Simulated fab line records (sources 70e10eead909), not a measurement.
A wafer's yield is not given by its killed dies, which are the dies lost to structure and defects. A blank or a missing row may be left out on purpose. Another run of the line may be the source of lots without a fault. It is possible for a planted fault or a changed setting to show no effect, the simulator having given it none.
Chamber matching    flow nand-harc    3 sister chambers for NHARC_P_M0_PRE_CLEAN_31 on pecvd-02
The step time 12 s. 3 wafers are shown with their chamber, then 12 later ones without.

## WAFERS, EACH WITH ITS CHAMBER
wafer   chamber  heater-power-w (W)
L088.3  2        537
L088.4  1        659
L088.5  0        622

## WAFERS MISSING THEIR CHAMBER
wafer   heater-power-w (W)
L089.4  649
L089.5  642
L089.6  623
L090.1  656
L090.3  656
L090.5  663
L094.1  642
L094.2  588
L094.3  609
L094.4  592
L094.5  605
L094.6  645

## EACH ONE'S CHAMBER
wafer    from the rows above       in truth
L089.4   can't be placed: 1 or 0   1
L089.5   can't be placed: 1 or 0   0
L089.6   0                         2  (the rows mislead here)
L090.1   can't be placed: 1 or 0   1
L090.3   can't be placed: 1 or 0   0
L090.5   1                         1
L094.1   can't be placed: 1 or 0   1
L094.2   can't be placed: 0 or 2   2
L094.3   0                         0
L094.4   can't be placed: 0 or 2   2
L094.5   0                         0
L094.6   can't be placed: 1 or 0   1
Placed correctly: 3 of 12. From these rows, 8 cannot be placed; in 8 the true chamber is one of the candidates. Wrongly placed: 1.
How it was worked out, from the rows above alone: a wafer's distance from a chamber is the root of the sum, over the readings, of the square of ((its reading less the chamber's mean) divided by the reading's scatter). The wafer belongs to the nearest chamber; if the next one is less than 2 further off, it can't be placed. The mean given for a chamber averages the wafers shown for that chamber. The scatter: root of mean squared gap, hidden wafer to nearest shown wafer, with one shown wafer a chamber.
